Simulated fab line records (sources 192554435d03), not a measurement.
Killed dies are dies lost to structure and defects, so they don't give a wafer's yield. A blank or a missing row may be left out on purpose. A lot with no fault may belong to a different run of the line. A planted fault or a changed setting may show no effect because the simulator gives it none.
Matching of chambers | flow n5 finfet | N5_GATE_CUT_ETCH_37 on rie diel-06 has 4 sister chambers
The step etches SOC in N2/H2, target depth 60 nm, overetch 12 nm, time 90 s. 20 wafers are shown with their chamber, then 10 later ones without.

WAFERS PAIRED WITH THEIR CHAMBERS
wafer  | chamber | throttle valve pct (%) | drypump motor current A (A) | showerhead plenum p Torr (Torr)
L075.1 | 3       | 18.05                  | 5.2                         | 2.64
L075.3 | 2       | 18.05                  | 6.2                         | 2.52
L075.4 | 0       | 18.10                  | 5.6                         | 2.49
L076.1 | 0       | 18.10                  | 5.6                         | 2.49
L076.4 | 1       | 17.39                  | 5.5                         | 2.56
L076.6 | 2       | 18.06                  | 6.2                         | 2.52
L080.2 | 1       | 17.42                  | 5.5                         | 2.55
L080.3 | 2       | 18.08                  | 6.2                         | 2.52
L080.4 | 3       | 18.08                  | 5.2                         | 2.63
L081.3 | 3       | 18.10                  | 5.3                         | 2.63
L081.4 | 0       | 18.11                  | 5.6                         | 2.49
L081.5 | 2       | 18.08                  | 6.2                         | 2.52
L084.1 | 3       | 18.09                  | 5.3                         | 2.63
L084.2 | 0       | 18.12                  | 5.7                         | 2.49
L084.3 | 1       | 17.42                  | 5.5                         | 2.55
L086.1 | 3       | 18.11                  | 5.2                         | 2.63
L086.2 | 1       | 17.43                  | 5.5                         | 2.55
L086.4 | 2       | 18.09                  | 6.2                         | 2.51
L088.1 | 0       | 18.15                  | 5.7                         | 2.48
L088.3 | 2       | 18.09                  | 6.2                         | 2.51

SIGNATURES (means of the wafers above)
reading                  | chamber 0 | chamber 1 | chamber 2 | chamber 3 | scatter within a chamber
throttle valve pct       | 18.1160   | 17.4150   | 18.0750   | 18.0860   | 0.0195
drypump motor current A  | 5.640     | 5.500     | 6.200     | 5.240     | 0.0387
showerhead plenum p Torr | 2.4880    | 2.5525    | 2.5167    | 2.6320    | 0.0048
Rule: a wafer lies at a distance from a chamber equal to the root of the sum of squares, over the readings, of (its reading less the chamber's mean, divided by the reading's scatter). The wafer belongs to the nearest chamber; if the next one is less than 2 further off, it can't be placed. How the scatter is found: for the shown wafers, subtract from each reading the mean of its chamber, square and add these, divide the total by (wafers less chambers), then take the root.

WAFERS WITHOUT THEIR CHAMBER
wafer  | throttle valve pct (%) | drypump motor current A (A) | showerhead plenum p Torr (Torr)
L088.4 | 17.45                  | 5.5                         | 2.55
L089.1 | 18.11                  | 5.3                         | 2.63
L089.3 | 17.43                  | 5.5                         | 2.55
L089.6 | 18.13                  | 5.3                         | 2.63
L094.1 | 18.13                  | 5.3                         | 2.62
L094.2 | 17.46                  | 5.5                         | 2.54
L094.5 | 17.69                  | 5.6                         | 2.48
L095.2 | 17.69                  | 5.6                         | 2.48
L095.3 | 18.12                  | 5.2                         | 2.62
L095.4 | 17.47                  | 5.5                         | 2.54

WHICH CHAMBER EACH WENT THROUGH
wafer  | from the rows above     | in truth
L088.4 | 1                       | 1
L089.1 | 3                       | 3
L089.3 | 1                       | 1
L089.6 | 3                       | 3
L094.1 | 3                       | 3
L094.2 | 1                       | 1
L094.5 | can't be placed: 1 or 0 | 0
L095.2 | can't be placed: 1 or 0 | 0
L095.3 | 3                       | 3
L095.4 | 1                       | 1
Correctly placed: 8 of 10. Unplaceable from these rows: 2, with the true chamber sitting among the candidates in 2. Number placed wrongly: 0.
